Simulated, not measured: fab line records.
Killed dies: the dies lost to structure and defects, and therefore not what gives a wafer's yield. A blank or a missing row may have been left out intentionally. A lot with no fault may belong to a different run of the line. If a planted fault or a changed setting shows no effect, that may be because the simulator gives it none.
fab line records | flow n5Finfet
[record] lots = 4 wafers = 12 lastDay = 17
route steps=1938 shown MOL_CONTACT_COAG@569 BEOL_M4@1111 PASSIVATION@1936
lots that met no fault: taken from a fault-free run of the same line
startH: hours from the record's first day to the start of the lot's first wafer shown | waitH: hours elapsed since this lot's preceding step | " same as the row above | L1.1+2: one row covering several wafers at once | - value missing, or start not given | * or withheld: withheld | < > ~ a bound
route shown NAME@n: a module of which the file shows steps, and the number in the route of the first | usual: mean and standard deviation over wafers with no fault | same: alike in all rows | chamber/n: place in a boat | sites: readings site by site | _std_site: standard deviation across them | _edge_site: the outer-site mean with the inner-site mean subtracted | radiusMm: how far each site lies from the wafer's centre | mask NAME#n: copy n | behind: tool/chamber where the wafer was last shaped | hold: why the lot went on hold/how many hours it stayed there/how the hold came to an end | device: the transistor (n, p or np) that didn't switch | end of line: the route-end tests of the same wafers | a step given without rows: its recipe and nothing more | killed: count of dies lost to structure and defects at first sort (not the wafer's yield) | map: a wafer's dies, x killed, . not, _ none there
set.NAME: the setting that was run; set.NAME@STEP: the one run at that earlier step | model.NAME: the simulator's own value behind a step, which no gauge read
certain route steps with their lots: each step a table, each wafer a row
services: from which hour (startH, from the record's first day; less than 0 if before it) a tool's chamber was out of use, for how many hours, and why
[[steps]]
[step N5_MOL_CONTACT_COAG_SOFTBAKE_79]
[recipe] tempC = 110 timeS = 60 resist = CAR-EUV
[step N5_MOL_CONTACT_COAG_EXPOSE_81]
[recipe] maskId = VG na = 0.33 sourceShape = annular sigmaInner = 0.3 sigmaOuter = 0.7 polarization = unpolarized defocusNm = 0 doseMj = 59.5
[step N5_MOL_CONTACT_COAG_PEB_82]
[recipe] pebTempC = 100 pebTimeS = 60 resist = CAR-EUV
[step N5_MOL_CONTACT_COAG_DEVELOP_83]
[recipe] developTimeS = 30 developer = TMAH resist = CAR-EUV rinseLiquid = surfactantRinse dry = airSpin devTempC = 23
[step N5_MOL_CONTACT_COAG_DESCUM_88]
[recipe] chemistry = O2 timeS = 7 sourcePowerW = 50 biasPowerW = 20 pressureMtorr = 20 rfFrequencyHz = 2.712e+07 tempC = 40 resist = CAR-EUV o2FlowSccm = 225
[step N5_MOL_CONTACT_COAG_ETCH_89]
[recipe] chemistry = N2/H2 target = underlayer targetDepthA = 130 maskMaterial = CAR-EUV timeS = 10.4 ionEnergyEv = 200 pressureMtorr = 30 sourceW = 840 biasW = 150 n2FlowSccm = 200 h2FlowSccm = 200 ends = cleared
[step N5_MOL_CONTACT_COAG_ETCH_90]
[recipe] chemistry = CF4 target = SiARC targetDepthA = 130 maskMaterial = CAR-EUV timeS = 21.7 ionEnergyEv = 80 pressureMtorr = 40 sourceW = 545 biasW = 36 Ar_flow_sccm = 100 cf4FlowSccm = 100 ends = cleared
[step N5_MOL_CONTACT_COAG_ALD_131]
[recipe] material = SiO2 targetThkA = 50 tempC = 100 aldPrecursorFamily = BDEAS aldCoReactant = O2-plasma pulseTimeS = 1 coReactantPulseTimeS = 1 purgeTimeS = 2 coReactantPurgeTimeS = 2 aldCycles = 35 pressureTorr = 2
[step N5_MOL_CONTACT_COAG_ETCHBACK_132]
[recipe] chemistry = CHF3 target = SiO2 targetDepthA = 100 timeS = 6.7 ionEnergyEv = 200 pressureMtorr = 30 sourceW = 610 biasW = 170 Ar_flow_sccm = 200 CHF3_flow_sccm = 50
[step N5_MOL_CONTACT_COAG_ETCH_91]
[recipe] chemistry = N2/H2 target = SOC targetDepthA = 600 overetchA = 210 maskMaterial = SiARC tempC = 40 timeS = 101.2 ionEnergyEv = 200 pressureMtorr = 30 sourceW = 840 biasW = 150 n2FlowSccm = 200 h2FlowSccm = 200
[usual] drypumpMotorCurrentA = 5.5/0.38 oesProductAu = 0.69/0.071 rfVppV = 524.7/2.4 showerheadPlenumPTorr = 2.58/0.082 throttleValvePct = 17.8/0.33
// columns lot.wafer tool chamber startH waitH drypumpMotorCurrentA oesProductAu rfHoursCounterH rfVppV showerheadPlenumPTorr throttleValvePct
L418.1 rieDiel-04 2 129.16 0.0 5.7 0.74 28 524.6 2.60 17.3
L418.4 " 1 " " 5.8 0.57 243 523.1 2.61 18.0
L418.5 " 3 " " 5.5 0.77 - 525.9 2.60 17.2
L426.1 rieDiel-04 1 179.26 0.0 5.7 0.80 4 525.8 2.60 17.6
L426.4 " 3 " " 5.5 0.74 35 524.3 2.59 17.3
L426.6 " 0 " " 5.4 0.68 - 527.2 2.70 18.1
L430.2 rieDiel-04 3 199.24 0.0 5.5 0.73 43 524.2 2.58 17.3
L430.3 " 0 " " 5.4 0.67 70 527.4 2.70 18.1
L430.6 " 1 " " 5.8 0.78 - 525.7 2.60 17.6
L435.3 rieDiel-03 1 235.09 0.0 5.5 0.79 3 522.5 2.50 17.5
L435.5 " 1 " " 5.6 0.79 - 521.7 2.50 17.5
L435.6 " 2 " " 5.6 0.70 - 527.6 2.69 17.4
[step N5_MOL_CONTACT_COAG_STRIP_92]
[recipe] chemistry = N2/H2 tempC = 40 n2FlowSccm = 200 h2FlowSccm = 200 rfFrequencyHz = 6e+07
[step N5_MOL_CONTACT_COAG_STRIP_93]
[recipe] chemistry = N2/H2 tempC = 40 n2FlowSccm = 200 h2FlowSccm = 200 rfFrequencyHz = 6e+07
[step N5_MOL_CONTACT_COAG_ETCHBACK_135]
[recipe] chemistry = CHF3 target = SiO2 targetDepthA = 250 timeS = 16.7 ionEnergyEv = 200 pressureMtorr = 30 sourceW = 610 biasW = 170 Ar_flow_sccm = 200 CHF3_flow_sccm = 50
[step N5_MOL_CONTACT_COAG_STRIP_118]
[recipe] chemistry = CHF3 resist = SiARC rfFrequencyHz = 6e+07
[step N5_MOL_CONTACT_COAG_VIA_ETCH_46]
[recipe] chemistry = C4F6/O2 targetDepthA = 460 overetchA = 92 maskMaterial = SOC target = SiO2 biasW = 455 pressureMtorr = 10 timeS = 40 sourceW = 325 Ar_flow_sccm = 300 C4F6_flow_sccm = 10 O2_flow_sccm = 10 ionEnergyEv = 575.3 ends = endPoint
[step N5_MOL_CONTACT_COAG_STRIP_96]
[recipe] chemistry = N2/H2 powerW = 500 tempC = 40 pressureMtorr = 50 rfFrequencyHz = 6e+07 overashFraction = 0.3 biasPowerW = 28 h2Frac = 0.5 n2FlowSccm = 300 h2FlowSccm = 300
[step N5_MOL_CONTACT_COAG_ETCH_47]
[recipe] chemistry = CH3F/O2 target = SiNx targetDepthA = 270 maskMaterial = SiO2 stopOn = W overEtchFrac = 0.2 ionEnergyEv = 120 endpoint = OES-CN pressureMtorr = 30 sourceW = 395 biasW = 73 Ar_flow_sccm = 150 CH3F_flow_sccm = 30 O2_flow_sccm = 20 ends = endPoint
[step N5_MOL_CONTACT_COAG_STRIP_119]
[recipe] chemistry = N2/H2 timeS = 30 powerW = 1000 tempC = 250 pressureMtorr = withheld n2FlowSccm = 1750 h2FlowSccm = 3250
[step N5_MOL_CONTACT_COAG_PRECLEAN_144]
[recipe] chemistry = alkalineClean tempC = 60 timeS = 60 doPpb = 50
[step N5_MOL_CONTACT_COAG_SRD_145]
[recipe] dry = ipaMarangoni timeS = 30 tempC = 23 rinseLiquid = diw
[step N5_MOL_CONTACT_COAG_COAT_62]
[recipe] resist = SOC tempC = 250 timeS = 60 spinRpm = 1500 resistThkNm = 60
[step N5_MOL_CONTACT_COAG_COAT_63]
[recipe] resist = SiARC tempC = 220 timeS = 60 spinRpm = 1500 resistThkNm = 10
[step N5_MOL_CONTACT_COAG_COAT_64]
[recipe] resist = underlayer tempC = 205 timeS = 60 spinRpm = 1500 resistThkNm = 10
[step N5_MOL_CONTACT_COAG_COAT_34]
[recipe] resist = CAR-EUV spinRpm = 1500 resistThkNm = 40
[step N5_MOL_CONTACT_COAG_EBR_36]
[recipe] solvent = PGMEA ebrWidthMm = 1.5
[step N5_MOL_CONTACT_COAG_SOFTBAKE_35]
[recipe] tempC = 110 timeS = 60 resist = CAR-EUV
[step N5_MOL_CONTACT_COAG_EXPOSE_37]
[recipe] maskId = VD na = 0.33 sourceShape = annular sigmaInner = 0.3 sigmaOuter = 0.7 polarization = unpolarized defocusNm = 0 doseMj = 62
[step N5_MOL_CONTACT_COAG_PEB_38]
[recipe] pebTempC = 100 pebTimeS = 60 resist = CAR-EUV
[step N5_MOL_CONTACT_COAG_DEVELOP_39]
[recipe] developTimeS = 30 developer = TMAH resist = CAR-EUV rinseLiquid = surfactantRinse dry = airSpin devTempC = 23
[step N5_MOL_CONTACT_COAG_INSPECT_42]
[recipe] mode = adi inspectInstrument = brightfield
[usual] rawDefectCount = 212/69
// columns lot.wafer tool chamber startH waitH rawDefectCount
L418.1 defectInspect-01 - 130.16 0.1 172
L418.4 " - " " 159
L418.5 " - " " 195
L426.1 defectInspect-01 - 180.12 0.1 226
L426.4 " - " " 181
L426.6 " - " " 1216
L430.2 defectInspect-02 - 200.16 0.0 256
L430.3 " - " " 1310
L430.6 " - " " 322
L435.3 defectInspect-02 - 236.08 0.0 247
L435.5 " - " " 294
L435.6 " - " " 246
[step N5_MOL_CONTACT_COAG_DESCUM_45]
[recipe] chemistry = O2 timeS = 7 sourcePowerW = 50 biasPowerW = 20 pressureMtorr = 20 rfFrequencyHz = 2.712e+07 tempC = 40 resist = CAR-EUV o2FlowSccm = 225
[step N5_BEOL_M4_RC_MEAS_101]
[usual] DIBL_N = 36.4/1.4 DIBL_P = 36.3/1.8 IOFF_N = 0.163/0.024 IOFF_P = 0.21/0.034 ION_N = 673/11 ION_P = 461/7.4 SS_N = 71.6/0.52 SS_P = 73.3/0.58 VT_N = 249.4/2.5 VT_P = -250/3.5
// columns lot.wafer tool chamber startH waitH DIBL_N[mV/V] DIBL_P[mV/V] IOFF_N[nA/um] IOFF_P[nA/um] ION_N[uA/um] ION_P[uA/um] SS_N[mV/dec] SS_P[mV/dec] VT_N[mV] VT_P[mV]
L418.1 prober-01 0 201.62 0.0 35.6 36.3 0.159 0.20 674 457 71.3 73.8 251.1 -252
L418.4 " 0 " " 35.8 36.3 0.154 0.20 663 457 71.4 73.7 251.2 -252
L418.5 " 0 " " 36.3 37.0 0.165 0.22 664 455 72.2 73.6 251.1 -251
L426.1 prober-01 0 255.18 0.0 37.1 37.2 0.172 0.24 684 469 72.0 72.5 247.0 -248
L426.4 " 0 " " 36.9 37.4 0.172 0.24 667 462 71.6 72.9 248.6 -248
L426.6 " 0 " " 36.9 37.1 0.165 0.24 683 476 71.8 73.1 248.9 -244
L430.2 prober-01 0 266.76 0.2 35.9 36.8 0.161 0.21 685 467 71.5 73.3 248.3 -249
L430.3 " 0 " " 35.8 36.6 0.169 0.20 693 466 70.8 72.5 246.7 -248
L430.6 " 0 " " 35.4 35.5 0.153 0.19 673 458 70.7 72.3 248.1 -251
L435.3 prober-02 0 300.44 0.3 36.6 32.3 0.148 0.16 665 447 71.3 72.9 253.0 -256
L435.5 " 0 " " 36.6 33.5 0.160 0.18 679 456 71.4 73.5 248.1 -256
L435.6 " 0 " " 35.2 31.7 0.131 0.16 664 454 71.5 73.3 250.8 -254
[step N5_PASSIVATION_PROBE_49]
[usual] defectLimitedYield = 91.4/1.6 killed_at_M0_to_M3 = 34/12 killed_at_M4_up = 13/5.2 killedAtContacts = 11/5.5 killedAtFrontEnd = 40/13 killedAtOther = 3.4/2.7 killedDies = 102/19 killedOpen = 66/15 killedShort = 33/7.9 sort_bin_5_function = 5.1/1.1 sort_bin_6_memory = 3.2/0.7 sortNPass = 1078/19 sortYieldPct = 91.4/1.6
[same] grossDies = 1180 killedAtBackSide = 0 sort_bin_4_leakage[%] = 0 sort_bin_8_speed[%] = 0
// columns lot.wafer tool chamber startH waitH defectLimitedYield[%] killed_at_M0_to_M3 killed_at_M4_up killedAtContacts killedAtFrontEnd killedAtOther killedDies killedOpen killedShort sort_bin_5_function[%] sort_bin_6_memory[%] sortNPass sortYieldPct[%]
L426.6 prober-01 - 370.20 0.4 80.2 25 10 156 40 3 234 65 20 13.5 3.1 946 80.2
L430.3 prober-01 - 370.75 0.1 78.3 29 10 148 67 2 256 67 47 13.1 4.1 924 78.3
// killed by level:class
L426.6 MOL_CONTACT_COAG:unspecified=147 FIN_SAQP:geometricParticle:open=17 BEOL_M0_SAQP:geometricParticle:open=8 BEOL_M4:geometricParticle:open=8 MOL_CONTACT_COAG:geometricParticle:open=6 DUMMY_GATE:geometricParticle:open=5 STI_FIN_REVEAL:geometricParticle:open=4 BEOL_M0:geometricParticle:open=4
L430.3 MOL_CONTACT_COAG:unspecified=141 FIN_SAQP:geometricParticle:short=20 STI_FIN_REVEAL:geometricParticle:open=16 FIN_SAQP:geometricParticle:open=9 BEOL_M3:geometricParticle:open=7 MOL_CONTACT_COAG:geometricParticle:open=6 BEOL_M0_SAQP:geometricParticle:open=6 BEOL_M0:geometricParticle:open=5
// map L426.6 (x killed, . not)
_________________..........x.________________
______________x................._____________
___________x..xxx.xx.............x.__________
__________xxxxxxxxxxxx.............._________
________xxxxxxxxxxxxx.x.........x....._______
_______.xxxxxxxxxxxxx......x.........x.______
______.xxxxxxxxxxxxxxx..x....x.........._____
_____..xxxxxxxxxxxxxx....x.x.........x...____
____...xxxxxxxxxxxxxxx.....x..............___
___.xx.xxxxxxxxxxxxxxxxx....x..............__
___.....xxxxxxxxxxxxx........x.............__
__.....x.xxxxxxxxxxxxx...............x......_
__...x...xxxxxxxxxxxx...x..................._
_..........xxx.xxx.xx.x..x...................
_..............x..x..xxx.....................
_..xx......x................x.x..............
_............................................
_......................x....x....x...........
_....x..................................x....
_......x.x.....xx............................
_..............x.x......x......x.............
__....x....x........................x......._
__..x.........................x....x........_
___...........x............x.x....x........__
___..x....x..........................x.....__
____.........x.......x.......x....x.......___
_____........................x...........____
______..............x..............x...._____
_______..............x..xx.............______
________x..x........x...........x....._______
__________.x..................xx..x._________
___________.....x.x.......x...x....__________
______________.........x.....x.._____________
_________________............________________
// map L430.3 (x killed, . not)
_________________............________________
______________...x......x..xx..._____________
___________x....x.............x...x__________
__________x.xxxxxxxxx.....x........._________
________x.xxxxxxxxxxxx.........x......_______
_______.xxxxxxxxxxx.xx......x..........______
______xxxxxxxxxxxxxxxx..............x..._____
_____..xxxxxxxxxxxxxxx..x...x.......xx...____
____..x.xxxxxxxxxxxxxx.x..x...............___
___...xxxxxxxxxxxxxx.x..............xx.....__
___.....xxxxxxxxxxxxx.x...x..............x.__
__....x.xxxxxxxxxxxxxx........x....x.....x.._
__..x.x..xxxxxxxxx....x.xxxx................_
_........xxxxxxxxx........................x..
_......x..x..xx.......xx....................x
_...x........x......x......xx.........x......
_............x........x..............x.......
_..........x............................x....
_..........x...............x.......x.........
_xx..........................x....x..x.......
_....x......x.....x..........................
__......x.........xx........................_
__.......x..............xx....x............._
___.......xx...x......x...........x..x.....__
___x........x.......x.x..............x.....__
____..........x.....................x.....___
_____.......x.......x.........x..........____
______x........x......x................._____
_______x..x....x........x.x....x.....x.______
________.xx.x.......x.x.....x....x...._______
__________.xx...x..........x...x...._________
___________............x......x..x.__________
______________.xx..............._____________
_________________............________________
[[services]]
// columns tool chamber startH hours kind
rieDiel-03 0 111.09 14.0 repair
rieDiel-03 3 148.21 - clean
rieDiel-03 3 148.21 - consumableReplace:focusRing
rieDiel-03 3 148.21 29.4 scheduledDown
rieDiel-03 3 148.21 29.4 ventCycle
rieDiel-04 1 149.34 - clean
rieDiel-04 1 149.34 - consumableReplace:focusRing
rieDiel-04 1 149.34 18.4 scheduledDown
rieDiel-04 1 149.34 18.4 ventCycle
rieDiel-03 1 211.40 - clean
rieDiel-03 1 211.40 - consumableReplace:focusRing
rieDiel-03 1 211.40 17.4 scheduledDown
rieDiel-03 1 211.40 17.4 ventCycle
[[key]]
[firstSign] step = N5_MOL_CONTACT_COAG_INSPECT_42 reading = rawDefectCount direction = up sigmas = 15 usual = 212 struck = 1263
[effect] step = N5_PASSIVATION_PROBE_49 reading = killedAtContacts direction = up sigmas = 26 usual = 11 struck = 152
[moreKillsBornAt] N5_MOL_CONTACT_COAG_ETCH_91@rieDiel-04 = 288
metAt N5_MOL_CONTACT_COAG_ETCH_91
struckWafers L426.6,L430.3
[fault] kind = chamberParticleSource tool = rieDiel-04 chamber = 0 onsetH = 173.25 steps = N5_MOL_CONTACT_COAG_ETCH_91 ratePerVisitCm2 = 1.6499 endH = 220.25
